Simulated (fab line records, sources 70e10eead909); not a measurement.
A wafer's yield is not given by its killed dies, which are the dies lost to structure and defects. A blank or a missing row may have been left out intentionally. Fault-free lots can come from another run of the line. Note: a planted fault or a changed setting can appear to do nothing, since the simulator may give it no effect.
Chamber matching | flow nand harc | pecvd-04 running NHARC_P_M2_DEP_33: 3 sister chambers
The step deposits SiCN, target thk 30 nm. 6 wafers are shown with their chamber, then 8 later ones without.

## EACH WAFER AND ITS CHAMBER
wafer  | chamber | showerhead vpp V (V) | heater power w (W)
L081.2 | 0       | 1324                 | 400
L081.5 | 1       | 1280                 | 543
L089.2 | 1       | 1291                 | 584
L089.4 | 2       | 1398                 | 530
L089.6 | 0       | 1299                 | 430
L092.2 | 2       | 1397                 | 540

## WAFERS MISSING THEIR CHAMBER
wafer  | showerhead vpp V (V) | heater power w (W)
L092.4 | 1298                 | 395
L092.5 | 1269                 | 577
L094.1 | 1293                 | 616
L094.3 | 1402                 | 576
L094.5 | 1308                 | 422
L096.1 | 1286                 | 506
L096.5 | 1283                 | 502
L096.6 | 1389                 | 603

## WHICH CHAMBER EACH WENT THROUGH
wafer  | from the rows above     | in truth
L092.4 | 0                       | 0
L092.5 | 1                       | 1
L094.1 | 1                       | 1
L094.3 | 2                       | 2
L094.5 | 0                       | 0
L096.1 | 1                       | 1
L096.5 | can't be placed: 1 or 0 | 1
L096.6 | 2                       | 2
Correctly placed: 7 of 8. These rows do not allow placing 1 (true chamber among the candidates in 1). 0 placed wrongly.
How it was worked out, from the rows above alone: a wafer's distance from a chamber is the root of the sum, over the readings, of the square of ((its reading less the chamber's mean) divided by the reading's scatter). The wafer belongs to the nearest chamber; if the next one is less than 2 further off, it can't be placed. A chamber's mean is the mean of its shown wafers. The scatter: take each reading less its chamber's mean, square it, sum over the shown wafers, divide by the number of wafers less the number of chambers, and take the root.
